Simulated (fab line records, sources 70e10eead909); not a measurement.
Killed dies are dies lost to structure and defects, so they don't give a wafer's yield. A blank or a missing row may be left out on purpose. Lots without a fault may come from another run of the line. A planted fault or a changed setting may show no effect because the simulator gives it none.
Chamber matching | flow nand_harc | NHARC_P_CONTACT_ETCH_35 on rie_diel-02: 4 sister chambers
The step etches the open film in CF4, target depth 39 nm, time 65 s. 4 wafers are shown with their chamber, then 7 later ones without.

WAFERS WITH THEIR CHAMBER
wafer  | chamber | oes_product_au (a.u.)
L079.5 | 2       | 1.000
L081.4 | 1       | 0.991
L087.1 | 0       | 0.999
L087.2 | 3       | 1.011

WAFERS WITHOUT THEIR CHAMBER
wafer  | oes_product_au (a.u.)
L087.6 | 0.998
L089.2 | 0.983
L089.4 | 1.007
L089.6 | 0.986
L095.1 | 0.994
L095.2 | 0.987
L095.6 | 0.988

WHICH CHAMBER EACH WENT THROUGH
wafer  | from the rows above          | in truth
L087.6 | can't be placed: 0 or 2 or 1 | 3
L089.2 | can't be placed: 1 or 0      | 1
L089.4 | can't be placed: 3 or 2 or 0 | 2
L089.6 | can't be placed: 1 or 0      | 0
L095.1 | can't be placed: 1 or 0 or 2 | 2
L095.2 | can't be placed: 1 or 0      | 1
L095.6 | can't be placed: 1 or 0      | 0
Placed correctly: 0 of 7. Can't be placed from these rows: 7 (the true chamber is among the candidates in 6). Placed wrongly: 0.
How it was worked out, from the rows above alone: a wafer's distance from a chamber is the root of the sum, over the readings, of the square of ((its reading less the chamber's mean) divided by the reading's scatter). The wafer belongs to the nearest chamber; if the next one is less than 2 further off, it can't be placed. A chamber's mean is the mean of its shown wafers. The scatter: with one shown wafer a chamber, the root of the mean of the squares of how far each hidden wafer lies from its nearest shown one.
